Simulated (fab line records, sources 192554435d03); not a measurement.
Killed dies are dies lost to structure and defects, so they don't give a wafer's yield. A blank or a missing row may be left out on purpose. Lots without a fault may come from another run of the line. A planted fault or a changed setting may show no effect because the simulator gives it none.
Chamber matching | flow n5_finfet | N5_BEOL_M6_CURE_74 on uv_cure-03: 3 sister chambers
The step cures SiCOH lowk, time 240 s. 16 wafers are shown with their chamber, then 8 later ones without.

WAFERS WITH THEIR CHAMBER
wafer  | chamber | wafer_temp_C_max | lamp_power_pct (%)
L075.1 | 0       | 386.2            | 52.32
L075.3 | 0       | 385.7            | 52.37
L075.5 | 0       | 386.4            | 52.29
L077.3 | 0       | 385.8            | 52.28
L077.4 | 0       | 385.8            | 52.36
L077.6 | 0       | 386.2            | 52.32
L084.1 | 1       | 386.2            | 52.25
L084.4 | 1       | 386.9            | 52.40
L084.6 | 1       | 386.4            | 52.30
L090.1 | 0       | 386.0            | 52.35
L090.3 | 0       | 386.4            | 52.29
L090.6 | 0       | 386.1            | 52.29
L093.1 | 0       | 386.8            | 52.28
L093.3 | 0       | 386.1            | 52.36
L093.4 | 0       | 386.4            | 52.28
L091.1 | 2       | 386.5            | 52.31

SIGNATURES (means of the wafers above)
reading          | chamber 0 | chamber 1 | chamber 2 | scatter within a chamber
wafer_temp_C_max | 386.158   | 386.500   | 386.500   | 0.322
lamp_power_pct   | 52.3158   | 52.3167   | 52.3100   | 0.0443
Rule: a wafer's distance from a chamber is the root of the sum, over the readings, of the square of ((its reading less the chamber's mean) divided by the reading's scatter). The wafer belongs to the nearest chamber; if the next one is less than 2 further off, it can't be placed. The scatter: the root of (the sum of the squares of (reading less its chamber's mean) over the shown wafers, divided by (wafers less chambers)).

WAFERS WITHOUT THEIR CHAMBER
wafer  | wafer_temp_C_max | lamp_power_pct (%)
L091.2 | 386.6            | 52.30
L091.4 | 387.1            | 52.51
L095.1 | 386.0            | 52.38
L095.3 | 385.9            | 52.31
L095.4 | 386.6            | 52.34
L095.2 | 386.0            | 52.34
L095.5 | 385.8            | 52.38
L095.6 | 386.1            | 52.16

WHICH CHAMBER EACH WENT THROUGH
wafer  | from the rows above          | in truth
L091.2 | can't be placed: 2 or 1 or 0 | 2
L091.4 | can't be placed: 1 or 2 or 0 | 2
L095.1 | can't be placed: 0 or 1 or 2 | 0
L095.3 | can't be placed: 0 or 2 or 1 | 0
L095.4 | can't be placed: 1 or 2 or 0 | 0
L095.2 | can't be placed: 0 or 1 or 2 | 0
L095.5 | can't be placed: 0 or 1 or 2 | 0
L095.6 | can't be placed: 0 or 2 or 1 | 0
Placed correctly: 0 of 8. Can't be placed from these rows: 8 (the true chamber is among the candidates in 8). Placed wrongly: 0.
